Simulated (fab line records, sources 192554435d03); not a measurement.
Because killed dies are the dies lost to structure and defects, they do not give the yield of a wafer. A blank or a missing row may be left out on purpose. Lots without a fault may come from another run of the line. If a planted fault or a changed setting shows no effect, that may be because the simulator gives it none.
fab line records -- flow n5Finfet
record: lots: 5, wafers: 14, lastDay: 17
route steps=1938 shown BEOL_M12@1638
lots that met no fault: taken from a fault-free run of the same line
startH: the number of hours between the record's first day and the start of the first shown wafer of the lot -- waitH: hours since the lot's step before -- " unchanged from the row above -- L1.1+2: a single row standing in for several wafers -- - no value, or no start was given -- * or withheld: withheld -- < > ~ a bound
route shown NAME@n: names a module that has steps shown in the file, with the first one's number in the route -- usual: mean and standard deviation over wafers with no fault -- same: alike in all rows -- chamber/n: place in a boat -- sites: per-site readings -- _std_site: their standard deviation -- _edge_site: inner sites' mean taken away from outer sites' mean -- radiusMm: for every site, how far away it sits from the centre of the wafer -- mask NAME#n: copy n -- behind: the last tool/chamber to shape the wafer -- hold: why the lot was held/for how many hours/how that ended -- device: the transistor (n, p or np) that didn't switch -- end of line: the same wafers' tests at the end of the route -- where a step has no rows: the recipe by itself -- killed: dies that structure and defects cost at the first sort, which is not the same as the wafer's yield -- map: a wafer's dies, marking killed ones x, the rest . and places with no die _
set.NAME: the setting that was run; set.NAME@STEP: the one run at that earlier step -- model.NAME: the simulator's own value behind a step, which no gauge read
certain route steps with their lots: each step a table, each wafer a row
services: when a tool's chamber went out of use (startH, in hours from the record's first day, below 0 if earlier), for how many hours, and the reason
== steps ==
step: N5_BEOL_M12_STRIP_69
recipe: chemistry: N2/H2, tempC: 40, n2FlowSccm: 200, h2FlowSccm: 200, rfFrequencyHz: 6e+07
step: N5_BEOL_M12_TRENCH_ETCH_34
recipe: chemistry: C4F8/O2/Ar, target: SiOC, targetDepthA: 3189.5, maskMaterial: SOC, pressureMtorr: 30, sourceW: 3000, biasW: 700, Ar_flow_sccm: 400, C4F8_flow_sccm: 15, O2_flow_sccm: 8, heInnerTorr: 15, heOuterTorr: 30, timeS: 125.5, ionEnergyEv: 250
usual: drypumpMotorCurrentA: 5.8/0.4, oesProductAu: 0.81/0.048, rfFwdPowerW: 2990/8.8, rfVppV: 667/3.2, showerheadPlenumPTorr: 3.47/0.1, throttleValvePct: 24.04/0.27
lot.wafer,tool,chamber,startH,waitH,drypumpMotorCurrentA,oesProductAu,rfFwdPowerW,rfHoursCounterH,rfVppV,showerheadPlenumPTorr,throttleValvePct
L441.1,rieDiel-03,2,272.71,0.0,5.5,0.85,2978,68,671,3.58,24.37
L441.6,rieDiel-03,2,272.71,0.0,5.5,0.85,2976,-,670,3.58,24.35
L444.1,rieDiel-06,1,300.65,0.0,6.1,0.75,2991,144,662,3.28,24.17
L444.3,rieDiel-06,0,300.65,0.0,6.2,0.80,2995,98,671,3.56,23.70
L444.6,rieDiel-06,1,300.65,0.0,6.1,0.74,2998,-,662,3.28,24.18
L454.1,rieDiel-02,1,368.43,0.0,5.7,0.88,2981,43,665,3.47,23.88
L454.4,rieDiel-02,0,368.43,0.0,6.5,0.84,2984,87,662,3.34,24.59
L454.6,rieDiel-02,0,368.43,0.0,6.4,0.84,2991,-,663,3.34,24.60
L456.1,rieDiel-02,0,373.58,0.0,6.5,0.83,2985,88,663,3.33,24.60
L456.2,rieDiel-02,3,373.58,0.0,4.9,0.76,2982,149,665,3.43,23.94
L456.4,rieDiel-02,1,373.58,0.0,5.7,0.86,3012,44,667,3.47,23.85
L457.2,rieDiel-06,2,374.98,0.0,5.1,0.79,2980,102,666,3.44,23.87
L457.5,rieDiel-06,3,374.98,0.0,5.8,0.78,2988,-,669,3.56,24.09
L457.6,rieDiel-06,0,374.98,0.0,6.2,0.78,2998,-,670,3.54,23.75
step: N5_BEOL_M12_STRIP_70
recipe: chemistry: C4F8/O2/Ar, resist: SiARC, rfFrequencyHz: 6e+07
step: N5_BEOL_M12_OCD_MEAS_35
usual: trenchDepthNm: 322/4.9
lot.wafer,tool,chamber,startH,waitH,trenchDepthNm
L441.1,ocd-02,-,272.87,0.0,319
L441.6,ocd-02,-,272.87,0.0,319
L444.1,ocd-02,-,300.80,0.0,314
L444.3,ocd-02,-,300.80,0.0,324
L444.6,ocd-02,-,300.80,0.0,313
L454.1,ocd-01,-,368.59,0.0,328
L454.4,ocd-01,-,368.59,0.0,322
L454.6,ocd-01,-,368.59,0.0,322
L456.1,ocd-02,-,373.73,0.0,319
L456.2,ocd-02,-,373.73,0.0,321
L456.4,ocd-02,-,373.73,0.0,320
L457.2,ocd-02,-,375.13,0.0,323
L457.5,ocd-02,-,375.13,0.0,330
L457.6,ocd-02,-,375.13,0.0,326
step: N5_BEOL_M12_STRIP_37
recipe: chemistry: N2/H2, powerW: 1000, tempC: 250, h2Frac: 0.65, overashFraction: 0.3, pressureMtorr: withheld, n2FlowSccm: 1750, h2FlowSccm: 3250
usual: drypumpMotorCurrentA: 5.6/0.3, heaterPowerW: 340/34, oesProductAu: 0.790/0.011
lot.wafer,tool,chamber,startH,waitH,drypumpMotorCurrentA,heaterPowerW,oesProductAu,rfHoursCounterH
L441.1,plasmaAsher-01,1,272.90,0.0,5.4,346,0.776,117
L441.6,plasmaAsher-01,1,272.90,0.0,5.4,360,0.789,-
L444.1,plasmaAsher-01,0,300.84,0.0,5.3,387,0.796,122
L444.3,plasmaAsher-01,0,300.84,0.0,5.3,371,0.792,-
L444.6,plasmaAsher-01,1,300.84,0.0,5.4,359,0.788,-
L454.1,plasmaAsher-01,1,368.62,0.0,5.4,345,0.813,135
L454.4,plasmaAsher-01,1,368.62,0.0,5.4,348,0.796,-
L454.6,plasmaAsher-01,1,368.62,0.0,5.4,359,0.788,-
L456.1,plasmaAsher-01,1,373.77,0.0,5.3,363,0.777,136
L456.2,plasmaAsher-01,0,373.77,0.0,5.3,383,0.814,136
L456.4,plasmaAsher-01,0,373.77,0.0,5.3,366,0.779,-
L457.2,plasmaAsher-02,0,375.17,0.0,6.0,284,0.791,100
L457.5,plasmaAsher-02,0,375.17,0.0,6.0,288,0.779,-
L457.6,plasmaAsher-02,1,375.17,0.0,5.8,349,0.776,-
step: N5_BEOL_M12_ETCH_38
recipe: chemistry: CF4/N2, target: SiCN, targetDepthA: 687, taperDeg: 2, timeS: 73.4, ionEnergyEv: 150, maskMaterial: SiO2, pressureMtorr: 40, sourceW: 430, biasW: 70, Ar_flow_sccm: 100, cf4FlowSccm: 60, n2FlowSccm: 60
usual: drypumpMotorCurrentA: 5.7/0.41, oesProductAu: 0.83/0.065, rfFwdPowerW: 428.2/1.5, rfVppV: 383.0/1.8, showerheadPlenumPTorr: 2.23/0.064, throttleValvePct: 15.35/0.26
lot.wafer,tool,chamber,startH,waitH,drypumpMotorCurrentA,oesProductAu,rfFwdPowerW,rfHoursCounterH,rfVppV,showerheadPlenumPTorr,throttleValvePct
L441.1,rieDiel-02,0,273.11,-,6.4,0.87,428.1,63,382.3,2.16,15.66
L441.6,rieDiel-02,3,273.11,-,4.9,0.79,427.8,-,382.4,2.22,15.17
L444.1,rieDiel-03,1,301.00,-,5.6,0.86,428.0,58,385.2,2.32,15.29
L444.3,rieDiel-03,3,301.00,-,5.6,0.79,429.2,96,383.1,2.22,15.26
L444.6,rieDiel-03,0,301.00,-,6.1,0.77,429.1,-,381.8,2.21,15.77
L454.1,rieDiel-06,2,369.21,-,5.1,0.79,429.3,100,381.2,2.22,15.11
L454.4,rieDiel-06,3,369.21,-,5.8,0.80,428.2,142,385.2,2.30,15.36
L454.6,rieDiel-06,1,369.21,-,6.1,0.73,428.8,-,380.0,2.11,15.52
L456.1,rieDiel-03,2,377.55,-,5.5,0.81,427.2,110,386.3,2.30,15.64
L456.2,rieDiel-03,0,377.55,-,6.1,0.74,428.8,171,381.4,2.20,15.84
L456.4,rieDiel-03,1,377.55,-,5.6,0.83,429.5,89,384.2,2.31,15.35
L457.2,rieDiel-03,1,378.59,-,5.6,0.82,429.5,90,385.2,2.31,15.35
L457.5,rieDiel-03,1,378.59,-,5.6,0.82,429.1,-,383.5,2.31,15.35
L457.6,rieDiel-03,2,378.59,-,5.5,0.81,428.0,-,383.8,2.30,15.65
step: N5_BEOL_M12_PRECLEAN_39
recipe: chemistry: residueRemover, timeS: 60, tempC: 40
step: N5_BEOL_M12_SRD_40
recipe: timeS: 30, tempC: 23, rinseLiquid: diw, dry: n2Spin, spinRpm: 1500, dryTimeS: 30
step: N5_BEOL_M12_DEGAS_41
recipe: ambient: vacuum, tempC: 250, timeS: 60
step: N5_BEOL_M12_PRE_CLEAN_42
recipe: gas: H2/He, timeS: 30, tempC: 250
usual: heaterPowerW: 326/34
lot.wafer,tool,chamber,startH,waitH,heaterPowerW
L441.1,pvdSputter-02,-,273.57,0.0,346
L441.6,pvdSputter-02,-,273.57,0.0,337
L444.1,pvdSputter-01,-,301.27,0.0,288
L444.3,pvdSputter-01,-,301.27,0.0,323
L444.6,pvdSputter-01,-,301.27,0.0,386
L454.1,pvdSputter-01,-,369.73,0.0,392
L454.4,pvdSputter-01,-,369.73,0.0,311
L454.6,pvdSputter-01,-,369.73,0.0,272
L456.1,pvdSputter-03,-,378.04,0.0,325
L456.2,pvdSputter-03,-,378.04,0.0,378
L456.4,pvdSputter-03,-,378.04,0.0,350
L457.2,pvdSputter-02,-,378.97,0.0,338
L457.5,pvdSputter-02,-,378.97,0.0,343
L457.6,pvdSputter-02,-,378.97,0.0,317
step: N5_BEOL_M12_SPUTTER_43
recipe: material: TaN, targetThkA: 150, tempC: 50, biasV: 168.6, powerW: 15000, chamberPressurePa: 0.12, timeS: 24.19
usual: biasV: 168.7/1.5, cathodeDcPowerW: 15000/2.7, throttleValvePct: 30.1/0.87
lot.wafer,tool,chamber,startH,waitH,biasV,cathodeDcPowerW,throttleValvePct
L441.1,pvdSputter-02,-,273.61,0.0,168.4,15004,29.0
L441.6,pvdSputter-02,-,273.61,0.0,167.2,15000,29.0
L444.1,pvdSputter-01,-,301.31,0.0,169.2,15000,30.8
L444.3,pvdSputter-01,-,301.31,0.0,169.5,14997,30.6
L444.6,pvdSputter-01,-,301.31,0.0,168.5,15001,29.6
L454.1,pvdSputter-01,-,369.77,0.0,169.0,14998,29.6
L454.4,pvdSputter-01,-,369.77,0.0,168.8,14998,30.8
L454.6,pvdSputter-01,-,369.77,0.0,168.2,15004,31.1
L456.1,pvdSputter-03,-,378.08,0.0,167.4,14996,30.3
L456.2,pvdSputter-03,-,378.08,0.0,169.5,14996,31.7
L456.4,pvdSputter-03,-,378.08,0.0,169.4,15002,30.4
L457.2,pvdSputter-02,-,379.01,0.0,168.1,14996,29.1
L457.5,pvdSputter-02,-,379.01,0.0,169.9,14999,29.1
L457.6,pvdSputter-02,-,379.01,0.0,169.2,15000,30.4
step: N5_BEOL_M12_SPUTTER_44
recipe: material: Ta, targetThkA: 100, tempC: 50, biasV: 80, powerW: 15000, chamberPressurePa: 0.07, timeS: 16.13
step: N5_BEOL_M12_SPUTTER_45
recipe: material: Cu, targetThkA: 800, tempC: -20, biasV: 60, powerW: 26000, chamberPressurePa: 0.13, timeS: 13.33
usual: biasV: 60.0/0.56, cathodeDcPowerW: 26001/4.6, throttleValvePct: 30.1/0.88
lot.wafer,tool,chamber,startH,waitH,biasV,cathodeDcPowerW,throttleValvePct
L441.1,pvdSputter-02,-,273.77,0.0,61.1,25996,28.9
L441.6,pvdSputter-02,-,273.77,0.0,59.6,25995,29.2
L444.1,pvdSputter-01,-,301.47,0.0,60.5,25999,30.7
L444.3,pvdSputter-01,-,301.47,0.0,59.6,25993,30.8
L444.6,pvdSputter-01,-,301.47,0.0,59.9,26001,29.6
L454.1,pvdSputter-01,-,369.93,0.0,59.2,25997,29.3
L454.4,pvdSputter-01,-,369.93,0.0,60.2,26009,30.4
L454.6,pvdSputter-01,-,369.93,0.0,59.4,23740,31.1
L456.1,pvdSputter-03,-,378.24,0.0,60.7,26001,30.0
L456.2,pvdSputter-03,-,378.24,0.0,60.2,26003,31.5
L456.4,pvdSputter-03,-,378.24,0.0,60.5,25998,30.3
L457.2,pvdSputter-02,-,379.17,0.0,60.5,26008,29.1
L457.5,pvdSputter-02,-,379.17,0.0,61.4,26000,29.0
L457.6,pvdSputter-02,-,379.17,0.0,60.4,25998,30.3
step: N5_BEOL_M12_ECD_47
recipe: material: Cu, targetThkA: 7200
== services ==
tool,chamber,startH,hours,kind
pvdSputter-01,-,265.60,4.9,repair
pvdSputter-02,-,306.05,1.9,repair
rieDiel-06,-,307.32,2.8,pm
plasmaAsher-01,-,309.25,10.4,repair
rieDiel-02,-,329.88,24.2,repair
pvdSputter-03,-,352.94,1.0,repair
== key ==
firstSign: step: N5_BEOL_M12_SPUTTER_45, reading: cathodeDcPowerW, direction: down, sigmas: 99+, usual: *, struck: *
effect none on later readings
metAt N5_BEOL_M12_SPUTTER_45
struckWafers L454.6
onsetBetween 301.47 369.93
fault: kind: processParameterDrift, tool: pvdSputter-01, chamber: -, onsetH: 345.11, steps: N5_BEOL_M12_SPUTTER_45, channel: powerW, offset: *, shape: step, endH: 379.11, actsIn: *, stated: *, scope: struckWafersOnly
